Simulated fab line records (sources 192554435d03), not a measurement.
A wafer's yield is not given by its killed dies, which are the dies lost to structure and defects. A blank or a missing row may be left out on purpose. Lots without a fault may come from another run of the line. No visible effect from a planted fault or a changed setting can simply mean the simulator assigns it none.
Code-filled problem report in 8D (eight disciplines) form + flow n5Finfet + the parts of the form that need people (team, actions taken, sign-off) are left out

1. WHAT WENT WRONG
At N5_BEOL_M10_CVD_75, runLengthS averages 127.0 s over 3 wafers from 3 lots, while fault-free wafers read 161.5 s, standard deviation 0.49. Relative to the usual mean, that is a shift of -70 standard deviations.
The step: deposits Co from CCTBA/H2, target thk 2 nm, time 138.9 s.
The first sign was on wafer L560.3 at day 12 09:08, on cvdCo-02. At this step, 34 wafers from 12 lots have a number in the record. Rule for "out" (also "out of limits"): further than 4 standard deviations from the usual mean. The other wafers with a number count as sound.

2. WHAT IT IS; WHAT IT IS NOT
| question                    | is                     | is not                                                                                                   |
|-----------------------------|------------------------|----------------------------------------------------------------------------------------------------------|
| which readings at this step | runLengthS             | -                                                                                                        |
| which lots                  | L560, L562, L563       | L552, L553, L554, L555, L565, L566, L567, L570, L571                                                     |
| which wafers of those lots  | L560.3, L562.3, L563.3 | L560.5, L560.6, L562.1, L563.6                                                                           |
| read on which tools         | cvdCo-02               | cvdCo-01                                                                                                 |
| when                        | from day 12 09:08      | up to then (14 sound wafers); but 17 sound wafers of L562, L563, L565, L566, L567, L570, L571 came after |

3. SUSPECTS, AND WHAT RULES EACH OUT
Counting: a tool at a process step up to the reading stays a suspect if it ran every lot that is out. Sound lots after the first of them don't rule it out here, since some wafers of a struck lot are sound.
- uvCure-02 at N5_BEOL_M10_CURE_72 (cures SiCOH lowk, time 120 s): kept. Every lot that is out went through it, the first being L560 (day 12 06:55); the last sound lot it ran before that was L553 (day 10 07:09).
- cvdCo-02 at N5_BEOL_M10_CVD_75 (deposits Co from CCTBA/H2, target thk 2 nm, time 138.9 s): kept. Every lot that is out went through it, the first being L560 (day 12 09:08); the last sound lot it ran before that was L553 (day 10 08:17). On those wafers its own readings are out: runLengthS.
Remaining after the count are uvCure-02 at N5_BEOL_M10_CURE_72 and cvdCo-02 at N5_BEOL_M10_CVD_75.

4. THE CAUSE (what the simulator had put in)
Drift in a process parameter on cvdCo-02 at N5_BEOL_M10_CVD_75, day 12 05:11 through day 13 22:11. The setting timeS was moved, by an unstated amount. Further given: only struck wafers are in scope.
Counting left 2 suspects, and this tool is among them.

5. THE CHAIN OF EFFECTS, in route order
Each row: a reading whose mean over the struck wafers that have a number lies more than 3 standard deviations from the usual. Only readings for which the record gives a usual standard deviation are gone through. hours: the time from each lot's start at the first step in this table that gives one to its start at this step, as a median over the lots. sigmas: the change in usual standard deviations.
| hours | step                    | reading          | usual   | on struck wafers | change | sigmas |
|-------|-------------------------|------------------|---------|------------------|--------|--------|
| 0     | N5_BEOL_M10_CVD_75      | runLengthS       | 161.5 s | 127.0            | -34.5  | -70    |
| 49    | N5_PASSIVATION_PROBE_49 | sort_bin_8_speed | 0.01 %  | 0.20             | +0.19  | +4.1   |
It contains these process steps:
- N5_BEOL_M10_CVD_75: deposits Co from CCTBA/H2, target thk 2 nm, time 138.9 s.
- N5_PASSIVATION_PROBE_49

6. HOW IT WOULD HAVE BEEN CAUGHT EARLIER
The fault began at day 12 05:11; the first out-of-limits reading in this record came at day 12 09:08, 4 hours later.
